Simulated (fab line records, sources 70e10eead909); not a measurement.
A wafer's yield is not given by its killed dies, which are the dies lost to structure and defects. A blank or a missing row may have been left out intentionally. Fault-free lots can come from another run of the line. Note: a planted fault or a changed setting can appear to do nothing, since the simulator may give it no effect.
What tool caused it? | flow nand_harc | 12 lots with 36 wafers sampled at 5 steps, on a route of 1302 steps

== WHAT EACH GAUGE READ, for each wafer ==
NHARC_END_SORT_01. Usual: killed_at_array 52, standard deviation 17; killed_at_other 0.8, standard deviation 1.1; killed_at_periphery 3.2, standard deviation 2.2; killed_dies 57, standard deviation 17; killed_open 3.4, standard deviation 1.8; killed_short 2.4, standard deviation 1.6.
lot  | measured     | on        | killed_at_array | killed_at_other | killed_at_periphery | killed_dies | killed_open | killed_short | flag
L457 | day 26 21:52 | prober-01 | 49 34 46        | 0 0 0           | 4 0 3               | 53 34 49    | 2 3 5       | 2 1 1        |

== WHICH TOOL RAN EACH LOT (tool, then ch and the chambers of the sampled wafers, then the start) ==
lot  | NHARC_A_STAIRCASE_DEP_280       | NHARC_A_STAIRCASE_DEP_301       | NHARC_A_STAIRCASE_ETCH_453                  | NHARC_A_STAIRCASE_ETCH_315
L453 | pecvd-03 ch 0,2, day 17 06:59   | pecvd-01 ch 0,2, day 17 13:58   | rie_diel-04 ch 0,1,2, no start              | rie_diel-04 ch 1,2,3, no start
L455 | pecvd-03 ch 0,1,2, day 17 18:01 | pecvd-04 ch 0,1,2, day 17 23:18 | rie_diel-06 ch 0,2,3, no start              | rie_diel-06 ch 0,1,3, no start
L456 | pecvd-03 ch 1,2, day 18 07:00   | pecvd-01 ch 0,2, day 18 12:05   | rie_diel-01 ch 0,3, no start                | rie_diel-01 ch 0,2,3, no start
L457 | pecvd-03 ch 0,1,2, day 18 19:35 | pecvd-01 ch 0,1,2, day 19 04:56 | rie_diel-04 ch 0,1, day 26 21:52 or earlier | rie_diel-04 ch 1,2, day 26 21:52 or earlier
L460 | pecvd-03 ch 0,2, day 19 16:24   | pecvd-01 ch 1,2, day 19 23:11   | rie_diel-04 ch 0,1, no start                | rie_diel-04 ch 1,2, no start
L459 | pecvd-01 ch 1,2, day 19 17:07   | pecvd-01 ch 0,1,2, day 20 01:07 | rie_diel-06 ch 1,3, no start                | rie_diel-06 ch 0,3, no start
L461 | pecvd-04 ch 0,1, day 20 22:50   | pecvd-01 ch 0,1,2, day 21 05:17 | rie_diel-01 ch 1,3, no start                | rie_diel-01 ch 0,1,2, no start
L468 | pecvd-03 ch 0,1,2, day 23 04:55 | pecvd-01 ch 0,1, day 23 09:56   | rie_diel-06 ch 1,2, no start                | rie_diel-06 ch 0,1,2, no start
L469 | pecvd-04 ch 0,1, day 24 02:29   | pecvd-01 ch 1,2, day 24 12:31   | rie_diel-06 ch 0,1,3, no start              | rie_diel-06 ch 0,1,3, no start
L470 | pecvd-03 ch 0,1,2, day 24 10:02 | pecvd-04 ch 0,1, day 24 16:16   | rie_diel-04 ch 0,1,2, no start              | rie_diel-04 ch 1,2, no start
L474 | pecvd-04 ch 0,2, day 25 23:44   | pecvd-03 ch 1,2, day 26 04:47   | rie_diel-04 ch 1,2,3, no start              | rie_diel-04 ch 0,1,2, no start
L475 | pecvd-04 ch 0,1,2, day 26 05:35 | pecvd-03 ch 0,2, day 26 13:05   | rie_diel-06 ch 0,1,2, no start              | rie_diel-06 ch 0,1, no start
- NHARC_A_STAIRCASE_DEP_280: deposits SiON, target thk 30 nm.
- NHARC_A_STAIRCASE_DEP_301: deposits SiON, target thk 30 nm.
- NHARC_A_STAIRCASE_ETCH_453: etches the open film in CF4/O2, target depth 30 nm, overetch 3 nm, time 16.5 s.
- NHARC_A_STAIRCASE_ETCH_315: etches the open film in C4F8/O2/Ar, target depth 2500 nm, time 607.1 s.

== AS READ BY THE TOOLS THEMSELVES (means over the sampled wafers that have a number; for cases with no such wafer, the mark the record gives instead) ==
NHARC_A_STAIRCASE_DEP_280. Usual: heater_power_outer_w 474 W, standard deviation 48; heater_power_w 790 W, standard deviation 60; rf_fwd_power_W 348.3 W, standard deviation 1.1.
lot  | tool     | heater_power_outer_w (W) | heater_power_w (W) | rf_fwd_power_W (W) | flag
L453 | pecvd-03 | 473                      | 795                | 347.6              |
L455 | pecvd-03 | 515                      | 818                | 347.3              |
L456 | pecvd-03 | 493                      | 799                | 347.9              |
L457 | pecvd-03 | 500                      | 822                | 348.7              |
L460 | pecvd-03 | 494                      | 822                | 348.1              |
L459 | pecvd-01 | 451                      | 759                | 347.7              |
L461 | pecvd-04 | 455                      | 752                | 348.9              |
L468 | pecvd-03 | 510                      | 839                | 348.4              |
L469 | pecvd-04 | 468                      | 775                | 348.1              |
L470 | pecvd-03 | 497                      | 802                | 347.7              |
L474 | pecvd-04 | 445                      | 772                | 348.9              |
L475 | pecvd-04 | 431                      | 735                | 349.1              |

NHARC_A_STAIRCASE_DEP_301. Usual: heater_power_outer_w 469 W, standard deviation 51; heater_power_w 795 W, standard deviation 70; rf_fwd_power_W 348.1 W, standard deviation 1.2.
lot  | tool     | heater_power_outer_w (W) | heater_power_w (W) | rf_fwd_power_W (W) | flag
L453 | pecvd-01 | 465                      | 816                | 347.0              |
L455 | pecvd-04 | 465                      | 798                | 347.8              |
L456 | pecvd-01 | 498                      | 862                | 347.7              |
L457 | pecvd-01 | 503                      | 853                | 347.6              |
L460 | pecvd-01 | 529                      | 892                | 347.3              |
L459 | pecvd-01 | 482                      | 829                | 346.8              |
L461 | pecvd-01 | 448                      | 780                | 347.7              |
L468 | pecvd-01 | 444                      | 741                | 305.7              | OFF
L469 | pecvd-01 | 488                      | 841                | 306.3              | OFF
L470 | pecvd-04 | 425                      | 712                | 348.7              |
L474 | pecvd-03 | 514                      | 829                | 348.8              |
L475 | pecvd-03 | 543                      | 855                | 349.1              |

NHARC_A_STAIRCASE_ETCH_453. Usual: drypump_motor_current_A 6.1 A, standard deviation 0.34; oes_product_au 1.000 a.u., standard deviation 0.0077; rf_vpp_V 198.2 V, standard deviation 1.6; showerhead_plenum_p_Torr 1.35 Torr, standard deviation 0.065; throttle_valve_pct 13.398 %, standard deviation 0.0095.
lot  | tool        | drypump_motor_current_A (A) | oes_product_au (a.u.) | rf_vpp_V (V) | showerhead_plenum_p_Torr (Torr) | throttle_valve_pct (%) | flag
L453 | rie_diel-04 | 6.3                         | 0.996                 | 196.9        | 1.31                            | 13.409                 |
L455 | rie_diel-06 | 6.3                         | 0.996                 | 198.9        | 1.36                            | 13.394                 |
L456 | rie_diel-01 | 5.8                         | 0.998                 | 197.4        | 1.33                            | 13.399                 |
L457 | rie_diel-04 | 6.2                         | 0.983                 | 196.9        | 1.28                            | 13.395                 |
L460 | rie_diel-04 | 6.3                         | 0.993                 | 197.3        | 1.28                            | 13.402                 |
L459 | rie_diel-06 | 6.5                         | 1.002                 | 199.2        | 1.42                            | 13.387                 |
L461 | rie_diel-01 | 5.7                         | 0.995                 | 198.7        | 1.38                            | 13.397                 |
L468 | rie_diel-06 | 6.4                         | 1.012                 | 198.3        | 1.38                            | 13.393                 |
L469 | rie_diel-06 | 6.3                         | 0.990                 | 198.8        | 1.38                            | 13.390                 |
L470 | rie_diel-04 | 6.3                         | 1.004                 | 198.0        | 1.30                            | 13.397                 |
L474 | rie_diel-04 | 6.0                         | 1.007                 | 197.8        | 1.36                            | 13.400                 |
L475 | rie_diel-06 | 6.3                         | 1.002                 | 198.2        | 1.36                            | 13.403                 |

NHARC_A_STAIRCASE_ETCH_315. Usual: oes_product_au 0.932 a.u., standard deviation 0.0087; rf_vpp_V 1831 V, standard deviation 12.
lot  | tool        | oes_product_au (a.u.) | rf_vpp_V (V) | flag
L453 | rie_diel-04 | 0.927                 | 1834         |
L455 | rie_diel-06 | 0.937                 | 1837         |
L456 | rie_diel-01 | 0.940                 | 1836         |
L457 | rie_diel-04 | 0.925                 | 1823         |
L460 | rie_diel-04 | 0.945                 | 1823         |
L459 | rie_diel-06 | 0.928                 | 1835         |
L461 | rie_diel-01 | 0.936                 | 1828         |
L468 | rie_diel-06 | 0.920                 | 1833         |
L469 | rie_diel-06 | 0.937                 | 1836         |
L470 | rie_diel-04 | 0.928                 | 1822         |
L474 | rie_diel-04 | 0.932                 | 1820         |
L475 | rie_diel-06 | 0.925                 | 1837         |

== THE ANSWER, worked out from the rows above alone ==
Rule: a lot is off if the mean of its wafers that have a number lies more than 3 standard deviations from the usual mean. A lot without any number at a reading at which 4 lots or more have one is off too. Where the step has rows for the other lots, those lots are counted as sound. Order of review: gauges by route order, followed by the tools' own readings, for which a lot's mean as printed above is used. At the first step where some lot is off, the reading lying furthest off is the one used; lots without a number count as furthest.
Off at NHARC_A_STAIRCASE_DEP_301 (rf_fwd_power_W): L468, L469.
A tool fits if, at that step or a process step before it, it ran every lot that is off, and no sound lot after the first of them. One fits: NHARC_A_STAIRCASE_DEP_301 on pecvd-01. Its last sound lot is L461 (day 21 05:17), its first lot that is off L468 (day 23 09:56): a fault that began between those two fits.
On the lots that are off, the tool's own readings at NHARC_A_STAIRCASE_DEP_301 differ by more than 5 times the standard deviation of the sound lots' means, which bears it out; rf_fwd_power_W reads 306.0 W there versus 347.9 W on the sound lots.

== WHAT THE SIMULATOR HAD PUT IN ==
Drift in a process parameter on pecvd-01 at NHARC_A_STAIRCASE_DEP_301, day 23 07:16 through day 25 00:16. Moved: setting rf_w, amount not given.
Struck lots among those shown: L468, L469. The rule above reached the same finding.
